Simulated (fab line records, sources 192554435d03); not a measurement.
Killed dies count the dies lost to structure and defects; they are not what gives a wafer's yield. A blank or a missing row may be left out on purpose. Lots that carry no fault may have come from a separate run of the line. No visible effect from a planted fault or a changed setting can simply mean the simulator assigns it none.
fab line records	flow n5Finfet
record: lots: 7	wafers: 21
route steps=1938 shown ZERO_LAYER@9 FIN_SAQP@125 DUMMY_GATE@224 SD_EPI_N@288 SD_EPI_P@296 SD_ACTIVATION@330
startH: start of the lot's first displayed wafer, in hours after the record's first day	waitH: how many hours have passed since the lot's step before this one	" same as the row above	L1.1+2: several wafers, shown together as one row	- no value, or no start given	* or withheld: withheld	< > ~ a bound
route shown NAME@n: NAME is a module with steps in the file, n the number in the route of the first one	usual: mean/standard deviation taken from wafers without a fault	same: alike in all rows	chamber/n: place in a boat	sites: the reading at each site	_std_site: standard deviation of those values	_edge_site: the outer-site mean with the inner-site mean subtracted	radiusMm: how far each site lies from the wafer's centre	mask NAME#n: copy n	behind: the last tool/chamber to shape the wafer	hold: reason for holding the lot/hours on hold/outcome of the hold	device: the transistor (n, p or np) that didn't switch	end of line: tests of these same wafers at the route's end	for a step that has no rows: nothing shown but its recipe	killed: at the first sort, the dies lost to defects and structure; wafer yield is something else	map: shows each die of a wafer: x if killed, . if not, _ if none is there
set.NAME: the setting the step ran with; set.NAME@STEP: the setting that earlier step ran with	model.NAME: the simulator's own value behind a step, which no gauge read
lots run with intentionally changed settings; tables by step, rows by wafer
== steps ==
step: N5_ZERO_LAYER_EXPOSE_08
recipe: maskId: ZERO	na: 0.55	sourceShape: conventional	sigmaOuter: 0.8	polarization: unpolarized	defocusNm: 0	targetCdNm: 2000	doseMj: 16.2
lot.wafer	tool	chamber	startH	waitH	mask	set.doseMj
L077.1	krfScanner-01	0	30.64	-	ZERO#0	17.04
L077.3+5	"	0	"	"	ZERO#0	16.2
L079.1+2	krfScanner-01	0	42.47	-	ZERO#0	16.2
L079.4	"	0	"	"	ZERO#0	15.07
L083.4	krfScanner-02	0	66.63	-	ZERO#0	16.2
L083.5+6	"	0	"	"	ZERO#0	16.97
L084.2+5	krfScanner-02	0	72.47	-	ZERO#0	16.2
L084.3	"	0	"	"	ZERO#0	15.1
L086.2+4	krfScanner-02	0	84.50	-	ZERO#0	15.27
L086.5	"	0	"	"	ZERO#0	16.2
L087.1+3	krfScanner-02	0	90.46	-	ZERO#0	15.87
L087.6	"	0	"	"	ZERO#0	16.2
L094.1+2+6	krfScanner-01	0	132.78	-	ZERO#0	16.2
step: N5_ZERO_LAYER_PEB_09
recipe: pebTempC: withheld	pebTimeS: *
step: N5_ZERO_LAYER_DEVELOP_10
recipe: developTimeS: 60	rinseLiquid: diw	dry: airSpin	devTempC: 21
step: N5_ZERO_LAYER_HARDBAKE_23
recipe: tempC: 130	timeS: 120
step: N5_ZERO_LAYER_CD_MEAS_11
recipe: targetCdNm: 2000	landingEnergyEv: 500	detector: seInlens
usual: cdNm: 2000/3.1
lot.wafer	tool	chamber	startH	waitH	set.doseMj@ZERO_LAYER_EXPOSE_08	cdNm
L077.1	cdSem-01	0	30.81	-	17.04	2011
L077.3	"	0	"	"	16.2	2003
L077.5	"	0	"	"	16.2	2000
L079.1	cdSem-03	0	42.64	-	16.2	2000
L079.2	"	0	"	"	16.2	1998
L079.4	"	0	"	"	15.07	1986
L083.4	cdSem-03	0	66.80	-	16.2	2002
L083.5	"	0	"	"	16.97	2009
L083.6	"	0	"	"	16.97	2005
L084.2	cdSem-01	0	72.64	-	16.2	2003
L084.3	"	0	"	"	15.1	1986
L084.5	"	0	"	"	16.2	1998
L086.2	cdSem-01	0	84.67	-	15.27	1983
L086.4	"	0	"	"	15.27	1986
L086.5	"	0	"	"	16.2	1998
L087.1	cdSem-01	0	90.64	-	15.87	1994
L087.3	"	0	"	"	15.87	1995
L087.6	"	0	"	"	16.2	2001
L094.1	cdSem-02	0	132.95	-	16.2	2005
L094.2	"	0	"	"	16.2	2003
L094.6	"	0	"	"	16.2	2002
step: N5_ZERO_LAYER_DESCUM_16
recipe: chemistry: O2	timeS: 7.9	sourcePowerW: 50	biasPowerW: 20	pressureMtorr: 20	rfFrequencyHz: 2.712e+07	tempC: 40	o2FlowSccm: 225
lot.wafer	tool	chamber	startH	waitH	set.doseMj@ZERO_LAYER_EXPOSE_08	model.ZERO_LAYER.cdNm
L077.1	rieDiel-05	1	30.85	0.0	17.04	2010
L077.3	"	3	"	"	16.2	2002
L077.5	"	0	"	"	16.2	2000
L079.1	rieDiel-01	0	42.68	0.0	16.2	2000
L079.2	"	1	"	"	16.2	1999
L079.4	"	0	"	"	15.07	1986
L083.4	rieDiel-02	2	66.99	0.2	16.2	2001
L083.5	"	1	"	"	16.97	2009
L083.6	"	2	"	"	16.97	2004
L084.2	rieDiel-02	2	72.81	0.2	16.2	2003
L084.3	"	0	"	"	15.1	1985
L084.5	"	3	"	"	16.2	1999
L086.2	rieDiel-01	3	84.84	0.2	15.27	1983
L086.4	"	1	"	"	15.27	1986
L086.5	"	3	"	"	16.2	1998
L087.1	rieDiel-02	2	90.68	0.0	15.87	1994
L087.3	"	0	"	"	15.87	1995
L087.6	"	0	"	"	16.2	2002
L094.1	rieDiel-01	1	132.99	0.0	16.2	2005
L094.2	"	3	"	"	16.2	2003
L094.6	"	0	"	"	16.2	2002
step: N5_FIN_SAQP_SPACER1_ALD_24
recipe: material: SiO2	targetThkA: 203	tempC: 300	aldPrecursorFamily: BDEAS	aldCoReactant: O2-plasma	pulseTimeS: 1	purgeTimeS: 2	coReactantPurgeTimeS: 2	aldCycles: 218	pressureTorr: 2
lot.wafer	tool	chamber	startH	waitH	set.aldCycles	model.SiO2_of_FIN_SAQP_SPACER1_ALD_24.thkNm
L077.1+3+5	aldSin-03	1,2,3	41.16	0.3	218	20.2
L079.1+4	aldSin-01	1,0	53.75	0.3	218	20.4
L079.2	"	0	"	"	205	19.2
L083.4	aldSin-03	2	76.79	0.1	218	20.4
L083.5	"	3	"	"	206	19.2
L083.6	"	0	"	"	218	20.2
L084.2+3	aldSin-04	1,2	83.27	0.3	218	20.4
L084.5	"	1	"	"	208	19.4
L086.2+4	aldSin-03	3,0	96.93	1.6	230	21.4
L086.5	"	0	"	"	218	20.2
L087.1+6	aldSin-04	3	102.16	0.3	218	20
L087.3	"	0	"	"	218	20.4
L094.1	aldSin-01	3	143.53	0.3	218	20.4
L094.2+6	"	0,3	"	"	218	20.2
step: N5_FIN_SAQP_SPACER1_ETCHBACK_25
recipe: chemistry: CHF3/O2	mode: anisotropicEtchback	target: SiO2	targetDepthA: 244	timeS: 12.2	pressureMtorr: 30	sourceW: 650	biasW: 170	Ar_flow_sccm: 200	CHF3_flow_sccm: 50	O2_flow_sccm: 5	ionEnergyEv: 200
step: N5_FIN_SAQP_MANDREL1_REMOVE_56
recipe: chemistry: HBr/Cl2/O2	btTimeS: 10	target: a-Si	stopOn: SiNx	endpoint: OES-SiCl	overEtchFrac: 1	icpW: 600	biasW: 22	HBr_flow_sccm: 150	Cl2_flow_sccm: 80	O2_flow_sccm: 5	pressureMtorr: 10
lot.wafer	tool	chamber	startH	waitH	set.aldCycles@FIN_SAQP_SPACER1_ALD_24	model.FIN_SAQP.cdNm
L077.1+5	rieSi-06	1,3	42.07	0.1	218	20.2
L077.3	"	0	"	"	218	20.4
L079.1+4	rieSi-06	2,0	54.56	0.1	218	20.4
L079.2	"	3	"	"	205	19
L083.4+6	rieSi-04	0,2	77.60	0.1	218	20.4
L083.5	"	1	"	"	206	19.2
L084.2	rieSi-04	2	84.08	0.1	218	20.4
L084.3	"	0	"	"	218	20.2
L084.5	"	1	"	"	208	19.2
L086.2	rieSi-05	1	97.73	0.1	230	21.4
L086.4	"	0	"	"	230	21.2
L086.5	"	0	"	"	218	20.2
L087.1+6	rieSi-04	2,3	102.96	0.1	218	20.2
L087.3	"	3	"	"	218	20.6
L094.1+6	rieSi-06	2	144.46	0.1	218	20.4
L094.2	"	1	"	"	218	20
step: N5_FIN_SAQP_CD_MEAS_27
recipe: targetCdNm: 20	landingEnergyEv: 1000	detector: seInlens	polarity: line
usual: cdNm: 20.30/0.26
lot.wafer	tool	chamber	startH	waitH	set.aldCycles@FIN_SAQP_SPACER1_ALD_24	cdNm
L077.1	cdSem-02	0	42.17	0.1	218	20.25
L077.3	"	0	"	"	218	20.26
L077.5	"	0	"	"	218	20.05
L079.1	cdSem-02	0	54.66	0.1	218	20.33
L079.2	"	0	"	"	205	19.08
L079.4	"	0	"	"	218	20.38
L083.4	cdSem-02	0	77.72	0.1	218	20.29
L083.5	"	0	"	"	206	19.54
L083.6	"	0	"	"	218	20.52
L084.2	cdSem-01	0	84.19	0.1	218	20.10
L084.3	"	0	"	"	218	20.41
L084.5	"	0	"	"	208	19.17
L086.2	cdSem-02	0	97.84	0.1	230	21.56
L086.4	"	0	"	"	230	21.32
L086.5	"	0	"	"	218	20.02
L087.1	cdSem-01	0	103.07	0.1	218	20.13
L087.3	"	0	"	"	218	20.37
L087.6	"	0	"	"	218	20.22
L094.1	cdSem-01	0	144.57	0.1	218	20.61
L094.2	"	0	"	"	218	20.37
L094.6	"	0	"	"	218	20.13
step: N5_DUMMY_GATE_COAT_28
recipe: resist: underlayer	tempC: 205	timeS: 60	spinRpm: 1500	resistThkNm: 10
lot.wafer	tool	chamber	startH	waitH	set.spinRpm	model.underlayer_of_DUMMY_GATE_COAT_28.thkNm
L077.1	lithoTrack-01	0	-	-	1500	10
L077.3+5	"	0	"	"	1567	9.8
L079.1+2+4	lithoTrack-01	0	-	-	1607	9.6
L083.4+5	lithoTrack-05	0	-	-	1652	9.6
L083.6	"	0	"	"	1500	10
L084.2+3+5	lithoTrack-02	0	-	-	1500	10
L086.2+5	lithoTrack-02	0	-	-	1500	10
L086.4	"	0	"	"	1640	9.6
L087.1+3	lithoTrack-01	0	-	-	1500	10
L087.6	"	0	"	"	1402	10.4
L094.1+2+6	lithoTrack-02	0	-	-	1500	10
step: N5_SD_EPI_N_EPI_21
recipe: material: Si:P	dopant: P	tempC: 680	pressureTorr: 255	timeS: 690
lot.wafer	tool	chamber	startH	waitH	set.timeS	model.Si-P_of_SD_EPI_N_EPI_21.thkNm
L077.1	epiRpcvd-03	0	68.58	0.1	690	58
L077.3	"	0	"	"	690	57.8
L077.5	"	0	"	"	690	58.6
L079.1+2	epiRpcvd-02	0	80.49	0.1	690	58.4
L079.4	"	0	"	"	585.8	52.6
L083.4	epiRpcvd-01	0	107.97	0.9	690	58.2
L083.5	"	0	"	"	799.2	64.6
L083.6	"	0	"	"	690	59.2
L084.2	epiRpcvd-01	0	113.58	0.4	690	58.8
L084.3	"	0	"	"	690	58.4
L084.5	"	0	"	"	760.7	62.6
L086.2	epiRpcvd-03	0	124.45	0.5	616.8	55.6
L086.4	"	0	"	"	690	60.4
L086.5	"	0	"	"	690	59.6
L087.1	epiRpcvd-03	0	129.86	0.2	690	59.8
L087.3	"	0	"	"	805.2	66.6
L087.6	"	0	131.73	1.9	690	60
L094.1	epiRpcvd-01	0	170.19	0.2	690	59.4
L094.2	"	0	"	"	690	60.2
L094.6	"	0	172.05	1.9	690	60
step: N5_SD_EPI_N_EPI_MEAS_23
recipe: mode: xrd
usual: thkNm: 59.1/1.3
lot.wafer	tool	chamber	startH	waitH	set.timeS@SD_EPI_N_EPI_21	thkNm
L077.1	filmMetro-01	-	70.30	1.4	690	57.9
L077.3	"	-	"	"	690	57.2
L077.5	"	-	"	"	690	58.1
L079.1	filmMetro-02	-	82.21	1.4	690	58.4
L079.2	"	-	"	"	690	58.7
L079.4	"	-	"	"	585.8	53.0
L083.4	filmMetro-01	-	108.85	0.6	690	57.4
L083.5	"	-	"	"	799.2	64.3
L083.6	"	-	"	"	690	59.8
L084.2	filmMetro-02	-	115.02	1.2	690	59.4
L084.3	"	-	"	"	690	57.1
L084.5	"	-	"	"	760.7	63.2
L086.2	filmMetro-02	-	126.35	1.6	616.8	55.9
L086.4	"	-	"	"	690	59.9
L086.5	"	-	"	"	690	60.3
L087.1	filmMetro-01	-	132.14	1.9	690	58.8
L087.3	"	-	"	"	805.2	66.2
L087.6	"	-	"	"	690	61.5
L094.1	filmMetro-01	-	172.46	1.9	690	59.1
L094.2	"	-	"	"	690	62.4
L094.6	"	-	"	"	690	60.1
step: N5_SD_EPI_P_COAT_35
recipe: resist: SiARC	tempC: 220	timeS: 60	spinRpm: 1500	resistThkNm: 35
lot.wafer	tool	chamber	startH	waitH	set.spinRpm	model.SiARC_of_SD_EPI_P_COAT_35.thkNm
L077.1	lithoTrack-01	0	-	-	1500	35.2
L077.3	"	0	"	"	1500	35
L077.5	"	0	"	"	1551	34.4
L079.1+4	lithoTrack-01	0	-	-	1500	35
L079.2	"	0	"	"	1500	34.8
L083.4	lithoTrack-05	0	-	-	1355	36.6
L083.5+6	"	0	"	"	1500	34.8
L084.2+3+5	lithoTrack-03	0	-	-	1500	35
L086.2	lithoTrack-03	0	-	-	1370	36.6
L086.4+5	"	0	"	"	1500	35
L087.1+6	lithoTrack-03	0	-	-	1556	34.4
L087.3	"	0	"	"	1500	35
L094.1+2+6	lithoTrack-01	0	-	-	1500	35
step: N5_SD_EPI_P_COAT_03
recipe: resist: CAR-ArF-block	spinRpm: 1500	resistThkNm: 150
step: N5_SD_EPI_P_EBR_05
recipe: solvent: PGMEA	ebrWidthMm: 1.5
step: N5_SD_EPI_P_DESCUM_14
recipe: chemistry: O2	timeS: 7.9	sourcePowerW: 50	biasPowerW: 20	pressureMtorr: 20	rfFrequencyHz: 2.712e+07	tempC: 40	resist: CAR-ArF-block	o2FlowSccm: 225
step: N5_SD_EPI_P_ETCH_36
recipe: chemistry: CF4	target: SiARC	targetDepthA: 455	maskMaterial: CAR-ArF-block	timeS: 75.8	ionEnergyEv: 80	pressureMtorr: 40	sourceW: 545	biasW: 36	Ar_flow_sccm: 100	cf4FlowSccm: 100	ends: cleared
lot.wafer	tool	chamber	startH	waitH	set.spinRpm@SD_EPI_P_COAT_35	model.CAR-ArF-block_of_SD_EPI_P_COAT_03.thkNm	model.etch.depthNm
L077.1	rieDiel-05	3	71.37	0.0	1500	111.2	35.1
L077.3	"	2	"	"	1500	110.8	34.96
L077.5	"	3	"	"	1551	111.8	34.38
L079.1	rieDiel-01	0	83.29	0.0	1500	110.6	35.02
L079.2	"	1	"	"	1500	111	34.8
L079.4	"	0	"	"	1500	111.2	34.94
L083.4	rieDiel-05	0	109.92	0.0	1355	109.4	36.53
L083.5	"	1	"	"	1500	110.8	34.71
L083.6	"	0	"	"	1500	111.6	34.74
L084.2	rieDiel-02	0	116.61	0.0	1500	111	34.96
L084.3	"	1	"	"	1500	110.8	34.94
L084.5	"	1	"	"	1500	110.8	35.08
L086.2	rieDiel-05	3	127.84	0.0	1370	109.6	36.58
L086.4	"	2	"	"	1500	111.4	35.06
L086.5	"	1	"	"	1500	111.4	34.95
L087.1	rieDiel-01	1	134.78	0.0	1556	111.4	34.43
L087.3	"	3	"	"	1500	111	35.05
L087.6	"	2	"	"	1556	111.6	34.4
L094.1	rieDiel-05	2	173.47	0.0	1500	111.6	34.97
L094.2	"	3	"	"	1500	111.6	34.95
L094.6	"	0	"	"	1500	112	34.98
step: N5_SD_EPI_P_ETCH_37
recipe: chemistry: N2/H2	target: SOC	overetchA: 1080	maskMaterial: SiARC	tempC: 40	ionEnergyEv: 100	sourceW: 3000	biasW: 133	pressureMtorr: 20	timeS: 486	n2FlowSccm: 200	h2FlowSccm: 200	ends: endPoint
lot.wafer	tool	chamber	startH	waitH	set.spinRpm@SD_EPI_P_COAT_35	model.SiARC_of_SD_EPI_P_COAT_35.thkNm
L077.1	rieDiel-05	3	71.43	0.0	1500	20.2
L077.3	"	2	"	"	1500	19.6
L077.5	"	3	"	"	1551	19.6
L079.1	rieDiel-01	0	83.35	0.0	1500	19.8
L079.2	"	1	"	"	1500	19.2
L079.4	"	0	"	"	1500	19.6
L083.4	rieDiel-05	0	109.97	0.0	1355	21.4
L083.5	"	1	"	"	1500	18.8
L083.6	"	0	"	"	1500	19.6
L084.2+5	rieDiel-02	0,1	116.66	0.0	1500	20.2
L084.3	"	1	"	"	1500	20
L086.2	rieDiel-05	3	127.89	0.0	1370	21.8
L086.4	"	2	"	"	1500	20
L086.5	"	1	"	"	1500	19
L087.1+6	rieDiel-01	1,2	134.84	0.0	1556	19
L087.3	"	3	"	"	1500	20
L094.1+6	rieDiel-05	2,0	173.53	0.0	1500	19.8
L094.2	"	3	"	"	1500	20
step: N5_SD_EPI_P_STRIP_38
recipe: chemistry: N2/H2	tempC: 40	n2FlowSccm: 200	h2FlowSccm: 200	rfFrequencyHz: 6e+07
step: N5_SD_EPI_P_ETCHBACK_46
recipe: chemistry: CH3F/O2	mode: anisotropicEtchback	target: SiNx	targetDepthA: 175	stopOn: SiO2	overEtchFrac: 0.3	ionEnergyEv: 120	pressureMtorr: 30	sourceW: 395	biasW: 73	Ar_flow_sccm: 150	CH3F_flow_sccm: 30	O2_flow_sccm: 20
lot.wafer	tool	chamber	startH	waitH	set.spinRpm@SD_EPI_P_COAT_35	model.SiARC_of_SD_EPI_P_COAT_35.thkNm
L077.1	rieDiel-05	3	71.76	0.0	1500	15.8
L077.3	"	2	"	"	1500	15.2
L077.5	"	3	"	"	1551	15.2
L079.1	rieDiel-01	0	83.67	0.0	1500	15.2
L079.2	"	1	"	"	1500	14.6
L079.4	"	0	"	"	1500	15
L083.4	rieDiel-05	0	110.30	0.0	1355	16.8
L083.5	"	1	"	"	1500	14.2
L083.6	"	0	"	"	1500	15
L084.2+3+5	rieDiel-02	0,1,1	116.99	0.0	1500	15.8
L086.2	rieDiel-05	3	128.22	0.0	1370	17.4
L086.4	"	2	"	"	1500	15.4
L086.5	"	1	"	"	1500	14.4
L087.1	rieDiel-01	1	135.16	0.0	1556	14.2
L087.3	"	3	"	"	1500	15.4
L087.6	"	2	"	"	1556	14.4
L094.1+6	rieDiel-05	2,0	173.85	0.0	1500	15.2
L094.2	"	3	"	"	1500	15.4
step: N5_SD_EPI_P_ETCH_47
recipe: chemistry: CH3F/O2	target: SiOCN	targetDepthA: 250	maskMaterial: SOC	ionEnergyEv: 60	biasW: 29	pressureMtorr: 30	sourceW: 410	Ar_flow_sccm: 150	CH3F_flow_sccm: 30	O2_flow_sccm: 20
step: N5_SD_EPI_P_ETCH_16
recipe: chemistry: CHF3/O2	target: SiO2	targetDepthA: 50	maskMaterial: SOC	pressureMtorr: 30	sourceW: 650	biasW: 170	Ar_flow_sccm: 200	CHF3_flow_sccm: 50	O2_flow_sccm: 5	ionEnergyEv: 200
lot.wafer	tool	chamber	startH	waitH	set.spinRpm@SD_EPI_P_COAT_35	model.SiARC_of_SD_EPI_P_COAT_35.thkNm
L077.1	rieDiel-05	3	71.96	0.1	1500	12.4
L077.3	"	2	"	"	1500	11.6
L077.5	"	3	"	"	1551	11.6
L079.1	rieDiel-01	0	83.87	0.1	1500	11.8
L079.2	"	1	"	"	1500	11
L079.4	"	0	"	"	1500	11.6
L083.4	rieDiel-05	0	110.50	0.1	1355	13.2
L083.5	"	1	"	"	1500	10.4
L083.6	"	0	"	"	1500	11.4
L084.2+3+5	rieDiel-02	0,1,1	117.19	0.1	1500	12.4
L086.2	rieDiel-05	3	128.42	0.1	1370	14
L086.4	"	2	"	"	1500	12
L086.5	"	1	"	"	1500	10.6
L087.1	rieDiel-01	1	135.36	0.1	1556	10.6
L087.3	"	3	"	"	1500	11.8
L087.6	"	2	"	"	1556	10.8
L094.1	rieDiel-05	2	174.05	0.1	1500	11.8
L094.2	"	3	"	"	1500	12
L094.6	"	0	"	"	1500	11.6
step: N5_SD_EPI_P_STRIP_50
recipe: chemistry: CHF3/O2	resist: SiARC	rfFrequencyHz: 6e+07
step: N5_SD_EPI_P_SD_RECESS_17
recipe: chemistry: HBr/Cl2/O2	targetDepthA: 391	btTimeS: 3	pressureMtorr: 10	icpW: 800	biasW: 112	HBr_flow_sccm: 150	Cl2_flow_sccm: 80	O2_flow_sccm: 12
step: N5_SD_ACTIVATION_RTA_00
recipe: tempC: 975	timeS: 0	ambient: N2	idleTempC: 600	rampUpCPerS: 150	rampDownCPerS: 60	coolToC: 600
step: N5_SD_ACTIVATION_LSA_01
recipe: tempC: 1080	timeS: 0.0008	ambient: N2
step: N5_SD_ACTIVATION_RS_MEAS_03
recipe: thkMeasGauge: four-point-probe
usual: RS_SD_N: 21.90/0.3	RS_SD_P: 56.1/0.87
lot.wafer	tool	chamber	startH	waitH	set.timeS@SD_EPI_N_EPI_21	RS_SD_N[ohm/sq]	RS_SD_P[ohm/sq]
L077.1	filmMetro-02	-	76.33	0.2	690	22.16	56.1
L077.3	"	-	"	"	690	22.45	56.0
L077.5	"	-	"	"	690	22.04	56.5
L079.1	filmMetro-01	-	87.42	0.2	690	22.24	56.7
L079.2	"	-	"	"	690	22.15	57.2
L079.4	"	-	"	"	585.8	24.79	57.9
L083.4	filmMetro-01	-	114.25	0.1	690	22.39	55.6
L083.5	"	-	"	"	799.2	19.91	56.3
L083.6	"	-	"	"	690	21.73	55.6
L084.2	filmMetro-02	-	120.92	0.2	690	21.94	57.5
L084.3	"	-	"	"	690	22.01	57.3
L084.5	"	-	"	"	760.7	20.52	58.2
L086.2	filmMetro-02	-	132.09	0.2	616.8	23.38	57.6
L086.4	"	-	"	"	690	21.28	57.0
L086.5	"	-	"	"	690	21.52	57.5
L087.1	filmMetro-02	-	138.93	0.2	690	21.89	56.5
L087.3	"	-	"	"	805.2	19.41	57.1
L087.6	"	-	"	"	690	21.65	55.7
L094.1	filmMetro-02	-	177.66	0.2	690	21.89	56.8
L094.2	"	-	"	"	690	21.30	57.5
L094.6	"	-	"	"	690	21.41	56.0
== key ==
split: step: N5_ZERO_LAYER_EXPOSE_08	setting: doseMj	stated: 16.2	by: wafer
response: step: N5_ZERO_LAYER_CD_MEAS_11	reading: cdNm	change: +2	per: 1%	r: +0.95
response: step: N5_ZERO_LAYER_DESCUM_16	reading: model.ZERO_LAYER.cdNm	change: +2.01	per: 1%	r: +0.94
split: step: N5_FIN_SAQP_SPACER1_ALD_24	setting: aldCycles	stated: 218	by: wafer
response: step: N5_FIN_SAQP_SPACER1_ALD_24	reading: model.SiO2_of_FIN_SAQP_SPACER1_ALD_24.thkNm	change: +0.208	per: 1%	r: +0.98
response: step: N5_FIN_SAQP_MANDREL1_REMOVE_56	reading: model.FIN_SAQP.cdNm	change: +0.222	per: 1%	r: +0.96
response: step: N5_FIN_SAQP_CD_MEAS_27	reading: cdNm	change: +0.215	per: 1%	r: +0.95
split: step: N5_DUMMY_GATE_COAT_28	setting: spinRpm	stated: 1500	by: wafer
response: step: N5_DUMMY_GATE_COAT_28	reading: model.underlayer_of_DUMMY_GATE_COAT_28.thkNm	change: -0.0447	per: 1%	r: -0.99
split: step: N5_SD_EPI_N_EPI_21	setting: timeS	stated: 690	by: wafer
response: step: N5_SD_EPI_N_EPI_21	reading: model.Si-P_of_SD_EPI_N_EPI_21.thkNm	change: +0.39	per: 1%	r: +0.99
response: step: N5_SD_EPI_N_EPI_MEAS_23	reading: thkNm	change: *	per: 1%	r: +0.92
response: step: N5_SD_ACTIVATION_RS_MEAS_03	reading: RS_SD_N	change: -0.153	per: 1%	r: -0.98
split: step: N5_SD_EPI_P_COAT_35	setting: spinRpm	stated: 1500	by: wafer
response: step: N5_SD_EPI_P_COAT_35	reading: model.SiARC_of_SD_EPI_P_COAT_35.thkNm	change: -0.185	per: 1%	r: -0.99
response: step: N5_SD_EPI_P_ETCH_36	reading: model.CAR-ArF-block_of_SD_EPI_P_COAT_03.thkNm	change: +0.194	per: 1%	r: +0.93
response: step: N5_SD_EPI_P_ETCH_36	reading: model.etch.depthNm	change: -0.184	per: 1%	r: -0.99
response: step: N5_SD_EPI_P_ETCH_37	reading: model.SiARC_of_SD_EPI_P_COAT_35.thkNm	change: -0.237	per: 1%	r: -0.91
response: step: N5_SD_EPI_P_ETCHBACK_46	reading: model.SiARC_of_SD_EPI_P_COAT_35.thkNm	change: -0.248	per: 1%	r: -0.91
response: step: N5_SD_EPI_P_ETCH_16	reading: model.SiARC_of_SD_EPI_P_COAT_35.thkNm	change: -0.263	per: 1%	r: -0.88
